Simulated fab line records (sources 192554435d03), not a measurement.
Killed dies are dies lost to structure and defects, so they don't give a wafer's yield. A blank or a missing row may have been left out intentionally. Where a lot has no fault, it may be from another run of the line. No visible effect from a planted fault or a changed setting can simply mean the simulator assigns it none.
fab line records + flow n5_finfet
record
- lots=5
- wafers=14
- last_day=18
route steps=1938 shown BEOL_M5@1174 PASSIVATION@1936
lots that met no fault: taken from a fault-free run of the same line
start_h: hours from the record's first day to the start of the lot's first wafer shown + wait_h: hours since the lot's step before + " the same as in the row above + L1.1+2: one row covering several wafers at once + - no value present, or no start provided + * or withheld: withheld + < > ~ a bound
route shown NAME@n: NAME is a module with steps in the file, n the number in the route of the first one + usual: mean/standard deviation of fault-free wafers + same: alike in all rows + chamber/n: place in a boat + sites: per-site readings + _std_site: standard deviation of those values + _edge_site: mean of outer sites minus mean of inner sites + radius_mm: for every site, how far away it sits from the centre of the wafer + mask NAME#n: copy n + behind: the most recent tool/chamber to have shaped the wafer + hold: reason for holding the lot/hours on hold/outcome of the hold + device: the transistor (n, p or np) that didn't switch + end of line: the same wafers' tests at the end of the route + a step without rows: its recipe alone + killed: dies that structure and defects cost at the first sort, which is not the same as the wafer's yield + map: shows each die of a wafer: x if killed, . if not, _ if none is there
set.NAME: setting as actually run; set.NAME@STEP: the setting as run at that earlier step + model.NAME: the simulator's own value behind a step, which no gauge read
a table for each step, a row for each wafer; lots at some steps of the route
services: when a tool's chamber went out of use (start_h, in hours from the record's first day, below 0 if earlier), for how many hours, and the reason
## steps
# step N5_BEOL_M5_CVD_47
# recipe
- material=Co
- target_thk_a=30
- temp_c=withheld
- precursor=CCTBA/H2
- pressure_torr=30
- time_s=216
# step N5_BEOL_M5_SPUTTER_48
# recipe
- material=Cu
- target_thk_a=150
- temp_c=-20
- chamber_pressure_pa=0.07
- power_w=withheld
- time_s=27.62
# usual
- throttle_valve_pct=29.9/0.85
| lot.wafer | tool           | chamber | start_h | wait_h | throttle_valve_pct |
|-----------|----------------|---------|---------|--------|--------------------|
| L602.1    | pvd_sputter-01 | -       | 211.47  | 0.1    | 30.9               |
| L602.3    | "              | -       | "       | "      | 30.1               |
| L602.4    | "              | -       | "       | "      | 30.8               |
| L604.2    | pvd_sputter-03 | -       | 230.58  | 0.2    | 29.4               |
| L604.3    | "              | -       | "       | "      | 28.7               |
| L604.4    | "              | -       | "       | "      | 31.2               |
| L608.3    | pvd_sputter-03 | -       | 252.02  | 0.1    | 28.8               |
| L608.6    | "              | -       | "       | "      | 28.7               |
| L618.1    | pvd_sputter-01 | -       | 309.62  | 0.1    | 30.7               |
| L618.5    | "              | -       | "       | "      | 30.1               |
| L618.6    | "              | -       | "       | "      | 30.4               |
| L620.2    | pvd_sputter-03 | -       | 341.51  | 0.2    | 29.2               |
| L620.4    | "              | -       | "       | "      | 30.9               |
| L620.6    | "              | -       | "       | "      | 30.7               |
# step N5_BEOL_M5_ANNEAL_49
# recipe
- temp_c=400
- time_s=1800
- ambient=vacuum
# step N5_BEOL_M5_SPUTTER_81
# recipe
- material=Cu
- target_thk_a=150
- temp_c=-20
- chamber_pressure_pa=0.07
- power_w=withheld
- time_s=27.62
# step N5_BEOL_M5_ANNEAL_82
# recipe
- temp_c=400
- time_s=1800
- ambient=vacuum
# usual
- heater_power_w=828/59
| lot.wafer | tool           | chamber | start_h | wait_h | heater_power_w |
|-----------|----------------|---------|---------|--------|----------------|
| L602.1    | pvd_sputter-01 | -       | 212.64  | 0.0    | 842            |
| L602.3    | "              | -       | "       | "      | 889            |
| L602.4    | "              | -       | "       | "      | 691            |
| L604.2    | pvd_sputter-03 | -       | 231.75  | 0.0    | 842            |
| L604.3    | "              | -       | "       | "      | 886            |
| L604.4    | "              | -       | "       | "      | 736            |
| L608.3    | pvd_sputter-03 | -       | 253.19  | 0.0    | 899            |
| L608.6    | "              | -       | "       | "      | 855            |
| L618.1    | pvd_sputter-01 | -       | 310.79  | 0.0    | 692            |
| L618.5    | "              | -       | "       | "      | 873            |
| L618.6    | "              | -       | "       | "      | 684            |
| L620.2    | pvd_sputter-03 | -       | 342.68  | 0.0    | 870            |
| L620.4    | "              | -       | "       | "      | 713            |
| L620.6    | "              | -       | "       | "      | 713            |
# step N5_BEOL_M5_SPUTTER_83
# recipe
- material=Cu
- target_thk_a=150
- temp_c=-20
- chamber_pressure_pa=0.07
- power_w=withheld
- time_s=27.62
# step N5_BEOL_M5_ANNEAL_84
# recipe
- temp_c=400
- time_s=1800
- ambient=vacuum
# step N5_BEOL_M5_SPUTTER_88
# recipe
- material=Cu
- target_thk_a=150
- temp_c=-20
- chamber_pressure_pa=0.07
- power_w=withheld
- time_s=27.62
# usual
- throttle_valve_pct=29.9/0.8
| lot.wafer | tool           | chamber | start_h | wait_h | throttle_valve_pct |
|-----------|----------------|---------|---------|--------|--------------------|
| L602.1    | pvd_sputter-01 | -       | 215.65  | 1.4    | 31.1               |
| L602.3    | "              | -       | "       | "      | 30.3               |
| L602.4    | "              | -       | "       | "      | 30.7               |
| L604.2    | pvd_sputter-03 | -       | 233.84  | 0.5    | 29.4               |
| L604.3    | "              | -       | "       | "      | 28.5               |
| L604.4    | "              | -       | "       | "      | 30.9               |
| L608.3    | pvd_sputter-03 | -       | 255.28  | 0.5    | 28.3               |
| L608.6    | "              | -       | "       | "      | 28.6               |
| L618.1    | pvd_sputter-01 | -       | 312.88  | 0.5    | 30.4               |
| L618.5    | "              | -       | "       | "      | 30.0               |
| L618.6    | "              | -       | "       | "      | 30.2               |
| L620.2    | pvd_sputter-03 | -       | 344.94  | 0.7    | 29.4               |
| L620.4    | "              | -       | "       | "      | 30.8               |
| L620.6    | "              | -       | "       | "      | 30.9               |
# step N5_BEOL_M5_ANNEAL_89
# recipe
- temp_c=400
- time_s=1800
- ambient=vacuum
# usual
- heater_power_w=828/59
| lot.wafer | tool           | chamber | start_h | wait_h | heater_power_w |
|-----------|----------------|---------|---------|--------|----------------|
| L602.1    | pvd_sputter-01 | -       | 215.73  | 0.0    | 836            |
| L602.3    | "              | -       | "       | "      | 897            |
| L602.4    | "              | -       | "       | "      | 668            |
| L604.2    | pvd_sputter-03 | -       | 233.92  | 0.0    | 852            |
| L604.3    | "              | -       | "       | "      | 850            |
| L604.4    | "              | -       | "       | "      | 748            |
| L608.3    | pvd_sputter-03 | -       | 255.36  | 0.0    | 884            |
| L608.6    | "              | -       | "       | "      | 867            |
| L618.1    | pvd_sputter-01 | -       | 312.96  | 0.0    | 677            |
| L618.5    | "              | -       | "       | "      | 892            |
| L618.6    | "              | -       | "       | "      | 693            |
| L620.2    | pvd_sputter-03 | -       | 345.02  | 0.0    | 853            |
| L620.4    | "              | -       | "       | "      | 721            |
| L620.6    | "              | -       | "       | "      | 724            |
# step N5_BEOL_M5_SPUTTER_90
# recipe
- material=Cu
- target_thk_a=45
- temp_c=-20
- chamber_pressure_pa=0.07
- power_w=withheld
- time_s=8.29
# step N5_BEOL_M5_ECD_50
# recipe
- material=Cu
- target_thk_a=3000
# step N5_BEOL_M5_ANNEAL_51
# recipe
- temp_c=225
- time_s=90
- ambient=N2
# usual
- wafer_temp_C_max=226.3/0.33
| lot.wafer | tool          | chamber | start_h | wait_h | wafer_temp_C_max |
|-----------|---------------|---------|---------|--------|------------------|
| L602.1    | rtp_anneal-02 | 0       | 216.94  | 0.1    | 226.1            |
| L602.3    | "             | 0       | "       | "      | 226.1            |
| L602.4    | "             | 0       | "       | "      | 226.4            |
| L604.2    | rtp_anneal-02 | 0       | 235.51  | 0.3    | 226.1            |
| L604.3    | "             | 0       | "       | "      | 226.6            |
| L604.4    | "             | 0       | "       | "      | 226.5            |
| L608.3    | rtp_anneal-02 | 0       | 256.73  | 0.2    | 225.8            |
| L608.6    | "             | 0       | "       | "      | 227.0            |
| L618.1    | rtp_anneal-02 | 0       | 314.56  | 0.5    | 225.9            |
| L618.5    | "             | 0       | "       | "      | 225.7            |
| L618.6    | "             | 0       | "       | "      | 225.9            |
| L620.2    | rtp_anneal-02 | 0       | 347.28  | 1.1    | 226.1            |
| L620.4    | "             | 0       | "       | "      | 225.9            |
| L620.6    | "             | 0       | "       | "      | 226.2            |
# step N5_BEOL_M5_CMP_52
# recipe
- stop_on=SiCOH_lowk
- t_overpolish_s=6.9
- down_force_psi=1
- platen_rpm=50
- clearing_platen_down_force_psi=1.5
- clearing_platen_rpm=50
- post_cmp_clean=cu_alkaline
- target_thk_nm=62
- clearing_platen_pad_velocity_m_s=0.99484
- pad_velocity_m_s=0.99484
# usual
- barrier_field_endpoint_s=25.2/0.69
- motor_current_A=5.8/0.54
- overpolish_run_s=6.901/0.0096
- platen_rpm=50.00/0.035
- time_to_endpoint_s=64/3.7
| lot.wafer | tool   | chamber | start_h | wait_h | barrier_field_endpoint_s | motor_current_A | overpolish_run_s | platen_rpm | time_to_endpoint_s |
|-----------|--------|---------|---------|--------|--------------------------|-----------------|------------------|------------|--------------------|
| L602.1    | cmp-02 | 1       | 217.24  | 0.3    | 25.5                     | 6.4             | 6.902            | 50.05      | 63                 |
| L602.4    | "      | 3       | "       | "      | 25.9                     | 4.7             | 6.901            | 49.99      | 60                 |
| L602.3    | "      | 0       | "       | "      | 26.0                     | 5.2             | 6.904            | 50.02      | 68                 |
| L604.3    | cmp-02 | 0       | 235.94  | 0.3    | 25.5                     | 5.2             | 6.907            | 49.97      | 62                 |
| L604.4    | "      | 1       | "       | "      | 25.7                     | 6.8             | 6.924            | 47.96      | 61                 |
| L604.2    | "      | 2       | "       | "      | 25.0                     | 6.1             | 6.898            | 50.03      | 64                 |
| L608.3    | cmp-04 | 1       | 257.06  | 0.3    | 23.8                     | 5.7             | 6.896            | 49.99      | 61                 |
| L608.6    | "      | 3       | "       | "      | 25.6                     | 5.7             | 6.902            | 50.03      | 71                 |
| L618.1    | cmp-04 | 2       | 314.97  | 0.4    | 25.5                     | 6.5             | 6.888            | 50.00      | 68                 |
| L618.6    | "      | 3       | "       | "      | 25.8                     | 6.3             | 6.901            | 50.00      | 65                 |
| L618.5    | "      | 0       | "       | "      | 25.0                     | 6.0             | 6.897            | 50.00      | 60                 |
| L620.2    | cmp-04 | 3       | 347.53  | 0.2    | 25.4                     | 5.8             | 6.904            | 50.00      | 67                 |
| L620.4    | "      | 2       | "       | "      | 25.8                     | 6.6             | 6.909            | 49.95      | 65                 |
| L620.6    | "      | 3       | "       | "      | 26.9                     | 6.1             | 6.898            | 50.00      | 67                 |
# step N5_PASSIVATION_PROBE_49
# usual
- defect_limited_yield=91.0/1.4
- killed_at_M0_to_M3=36/9.6
- killed_at_M4_up=14/6.1
- killed_at_contacts=13/6.6
- killed_at_front_end=40/11
- killed_at_other=3.2/2.9
- killed_dies=106/17
- killed_open=71/12
- killed_short=33/7.3
- sort_bin_5_function=5.3/1
- sort_bin_6_memory=3.4/0.68
- sort_bin_8_speed=0.0/0.51
- sort_n_pass=1073/19
- sort_yield_pct=91.0/1.6
# same
- gross_dies=1180
- killed_at_back_side=0
- sort_bin_4_leakage[%]=0
| lot.wafer | tool      | chamber | start_h | wait_h | defect_limited_yield[%] | killed_at_M0_to_M3 | killed_at_M4_up | killed_at_contacts | killed_at_front_end | killed_at_other | killed_dies | killed_open | killed_short | sort_bin_5_function[%] | sort_bin_6_memory[%] | sort_bin_8_speed[%] | sort_n_pass | sort_yield_pct[%] |
|-----------|-----------|---------|---------|--------|-------------------------|--------------------|-----------------|--------------------|---------------------|-----------------|-------------|-------------|--------------|------------------------|----------------------|---------------------|-------------|-------------------|
| L602.1    | prober-01 | -       | 315.19  | 0.0    | 91.2                    | 34                 | 11              | 8                  | 46                  | 5               | 104         | 73          | 30           | 5.2                    | 3.4                  | 0                   | 1076        | 91.2              |
| L602.3    | prober-01 | -       | 315.29  | 0.1    | 90.4                    | 37                 | 14              | 10                 | 46                  | 6               | 113         | 80          | 32           | 5.4                    | 4.0                  | 0                   | 1067        | 90.4              |
| L602.4    | prober-01 | -       | 315.34  | 0.2    | 91.6                    | 33                 | 6               | 13                 | 44                  | 3               | 99          | 72          | 27           | 4.2                    | 3.9                  | 0                   | 1081        | 91.6              |
| L604.2    | prober-01 | -       | 327.24  | 0.1    | 90.3                    | 42                 | 26              | 14                 | 32                  | 0               | 114         | 81          | 26           | 6.1                    | 3.6                  | 0                   | 1066        | 90.3              |
| L604.3    | prober-01 | -       | 327.29  | 0.1    | 89.6                    | 44                 | 22              | 12                 | 44                  | 1               | 123         | 90          | 33           | 6.5                    | 3.6                  | 0                   | 1057        | 89.6              |
| L604.4    | prober-01 | -       | 327.34  | 0.2    | 92.1                    | 37                 | 18              | 12                 | 23                  | 3               | 93          | 55          | 36           | 4.4                    | 2.8                  | 0                   | 1087        | 92.1              |
| L608.3    | prober-02 | -       | 346.94  | 0.1    | 90.3                    | 34                 | 5               | 22                 | 49                  | 4               | 114         | 75          | 39           | 5.3                    | 4.1                  | 0                   | 1066        | 90.3              |
| L608.6    | prober-02 | -       | 347.09  | 0.3    | 90.5                    | 42                 | 12              | 6                  | 40                  | 12              | 112         | 76          | 36           | 5.3                    | 4.0                  | 0                   | 1068        | 90.5              |
| L618.1    | prober-01 | -       | 409.42  | 0.0    | 90.3                    | 35                 | 26              | 15                 | 34                  | 5               | 115         | 81          | 28           | 5.6                    | 3.9                  | 0                   | 1065        | 90.3              |
| L618.5    | prober-01 | -       | 409.62  | 0.2    | 92.2                    | 33                 | 7               | 14                 | 35                  | 3               | 92          | 61          | 27           | 4.2                    | 3.3                  | 0                   | 1088        | 92.2              |
| L618.6    | prober-01 | -       | 409.67  | 0.3    | 89.7                    | 44                 | 11              | 17                 | 43                  | 6               | 121         | 85          | 34           | 6.6                    | 3.3                  | 0.1                 | 1058        | 89.7              |
| L620.2    | prober-02 | -       | 443.25  | 0.1    | 90.4                    | 38                 | 24              | 8                  | 41                  | 2               | 113         | 66          | 40           | 5.3                    | 3.5                  | 0                   | 1067        | 90.4              |
| L620.4    | prober-02 | -       | 443.35  | 0.2    | 89.9                    | 49                 | 19              | 4                  | 44                  | 3               | 119         | 74          | 44           | 6.8                    | 3.1                  | 0                   | 1061        | 89.9              |
| L620.6    | prober-02 | -       | 443.45  | 0.3    | 88.5                    | 44                 | 25              | 5                  | 57                  | 5               | 136         | 100         | 35           | 7.5                    | 3.8                  | 0                   | 1044        | 88.5              |
# killed by level:class
L602.1 BEOL_M2:geometric_particle:open=11 STI_FIN_REVEAL:geometric_particle:open=10 GATE_CUT:geometric_particle:open=7 MOL_CONTACT_COAG:geometric_particle:open=7 FIN_SAQP:geometric_particle:open=5 BEOL_M5:geometric_particle:open=5 BEOL_M3:geometric_particle:open=5 STARTING-WAFER:geometric_particle:short=5
L602.3 BEOL_M1:geometric_particle:open=9 DUMMY_GATE:geometric_particle:open=8 MOL_CONTACT_COAG:geometric_particle:open=8 STI_FIN_REVEAL:geometric_particle:open=7 BEOL_M0_SAQP:geometric_particle:open=7 BEOL_M4:geometric_particle:open=7 FIN_SAQP:geometric_particle:open=6 GATE_CUT:geometric_particle:short=5
L602.4 STI_FIN_REVEAL:geometric_particle:open=16 MOL_CONTACT_COAG:geometric_particle:open=11 BEOL_M0_SAQP:geometric_particle:open=8 BEOL_M1:geometric_particle:open=8 FIN_SAQP:geometric_particle:short=7 BEOL_M0_SAQP:geometric_particle:short=6 BEOL_M2:geometric_particle:open=6 FIN_SAQP:geometric_particle:open=4
L604.2 MOL_CONTACT_COAG:geometric_particle:open=11 BEOL_M0_SAQP:geometric_particle:open=11 BEOL_M1:geometric_particle:open=11 BEOL_M5:geometric_particle:open=8 STI_FIN_REVEAL:geometric_particle:open=7 BEOL_M2:geometric_particle:open=6 BEOL_M3:geometric_particle:open=6 FIN_SAQP:geometric_particle:open=5
L604.3 BEOL_M4:geometric_particle:open=11 BEOL_M0_SAQP:geometric_particle:open=11 FIN_SAQP:geometric_particle:open=10 FIN_SAQP:geometric_particle:short=10 MOL_CONTACT_COAG:geometric_particle:open=10 BEOL_M2:geometric_particle:open=9 STI_FIN_REVEAL:geometric_particle:open=6 BEOL_M1:geometric_particle:open=6
L604.4 BEOL_M1:geometric_particle:open=12 MOL_CONTACT_COAG:geometric_particle:open=9 BEOL_M4:geometric_particle:open=6 BEOL_M3:geometric_particle:open=5 BEOL_M0_SAQP:geometric_particle:short=5 BEOL_M0_SAQP:geometric_particle:open=5 STI_FIN_REVEAL:geometric_particle:open=4 BEOL_M2:geometric_particle:open=4
L608.3 MOL_CONTACT_COAG:geometric_particle:open=16 STI_FIN_REVEAL:geometric_particle:open=14 BEOL_M3:geometric_particle:open=9 BEOL_M0_SAQP:geometric_particle:short=7 BEOL_M2:geometric_particle:open=7 FIN_SAQP:geometric_particle:open=6 MOL_CONTACT_COAG:geometric_particle:short=6 BEOL_M0_SAQP:geometric_particle:open=6
L608.6 FIN_SAQP:geometric_particle:open=13 BEOL_M0_SAQP:geometric_particle:open=10 BEOL_M3:geometric_particle:open=8 BEOL_M2:geometric_particle:open=8 DUMMY_GATE:geometric_particle:open=6 BEOL_M0_SAQP:geometric_particle:short=6 FIN_SAQP:geometric_particle:short=5 BEOL_M3:geometric_particle:short=5
L618.1 MOL_CONTACT_COAG:geometric_particle:open=12 BEOL_M1:geometric_particle:open=11 BEOL_M2:geometric_particle:open=9 BEOL_M5:geometric_particle:open=7 FIN_SAQP:geometric_particle:open=6 STI_FIN_REVEAL:geometric_particle:open=6 BEOL_M4:geometric_particle:short=6 FIN_CUT:geometric_particle:open=4
L618.5 MOL_CONTACT_COAG:geometric_particle:open=12 BEOL_M1:geometric_particle:open=9 FIN_SAQP:geometric_particle:open=8 STI_FIN_REVEAL:geometric_particle:open=8 FIN_SAQP:geometric_particle:short=7 BEOL_M2:geometric_particle:open=7 BEOL_M0_SAQP:geometric_particle:open=5 BEOL_M1:geometric_particle:short=4
L618.6 STI_FIN_REVEAL:geometric_particle:open=17 BEOL_M1:geometric_particle:open=15 MOL_CONTACT_COAG:geometric_particle:open=14 FIN_SAQP:geometric_particle:open=9 BEOL_M5:geometric_particle:open=7 BEOL_M2:geometric_particle:open=7 FIN_SAQP:geometric_particle:short=6 BEOL_M2:geometric_particle:short=6
L620.2 BEOL_M4:geometric_particle:open=12 BEOL_M2:geometric_particle:open=11 GATE_CUT:geometric_particle:short=11 BEOL_M2:geometric_particle:short=8 FIN_SAQP:geometric_particle:open=7 MOL_CONTACT_COAG:geometric_particle:open=6 BEOL_M0_SAQP:geometric_particle:short=5 BEOL_M0_SAQP:geometric_particle:open=5
L620.4 GATE_CUT:geometric_particle:short=13 FIN_SAQP:geometric_particle:open=12 BEOL_M1:geometric_particle:open=10 BEOL_M0_SAQP:geometric_particle:short=9 BEOL_M3:geometric_particle:open=9 GATE_CUT:geometric_particle:open=7 BEOL_M4:geometric_particle:open=7 BEOL_M0_SAQP:geometric_particle:open=6
L620.6 BEOL_M4:geometric_particle:open=14 FIN_SAQP:geometric_particle:open=11 GATE_CUT:geometric_particle:open=10 BEOL_M3:geometric_particle:open=10 STI_FIN_REVEAL:geometric_particle:open=9 BEOL_M1:geometric_particle:open=9 BEOL_M2:geometric_particle:open=7 GATE_CUT:geometric_particle:short=6
## services
| tool           | chamber | start_h | hours | kind                           |
|----------------|---------|---------|-------|--------------------------------|
| cmp-04         | -       | 191.16  | 5.8   | pm                             |
| cmp-02         | -       | 209.96  | 6.6   | pm                             |
| cmp-04         | -       | 261.59  | 1.2   | repair                         |
| cmp-02         | -       | 293.71  | 4.0   | pm                             |
| cmp-02         | -       | 297.71  | -     | consumable_replace:conditioner |
| cmp-02         | -       | 297.71  | -     | consumable_replace:pad         |
| pvd_sputter-01 | -       | 302.54  | 1.3   | repair                         |
| cmp-02         | -       | 314.48  | 2.0   | repair                         |
| cmp-04         | -       | 315.22  | 1.1   | repair                         |
| cmp-04         | -       | 325.38  | 1.0   | repair                         |
| pvd_sputter-01 | -       | 331.05  | 9.3   | repair                         |
| rtp_anneal-02  | -       | 343.28  | 3.1   | pm                             |
## key
first_sign
- step=N5_BEOL_M5_CMP_52
- reading=platen_rpm
- direction=down
- sigmas=58
- usual=50.00
- struck=47.96
effect none on later readings
met_at N5_BEOL_M5_CMP_52
struck_wafers L604.4
onset_between 217.24 235.94
fault
- kind=process_parameter_drift
- tool=cmp-02
- chamber=1
- onset_h=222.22
- steps=N5_BEOL_M5_CMP_52
- channel=platen_rpm
- offset=-2
- shape=step
- end_h=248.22
- acts_in=these_recipes_only
- stated=50
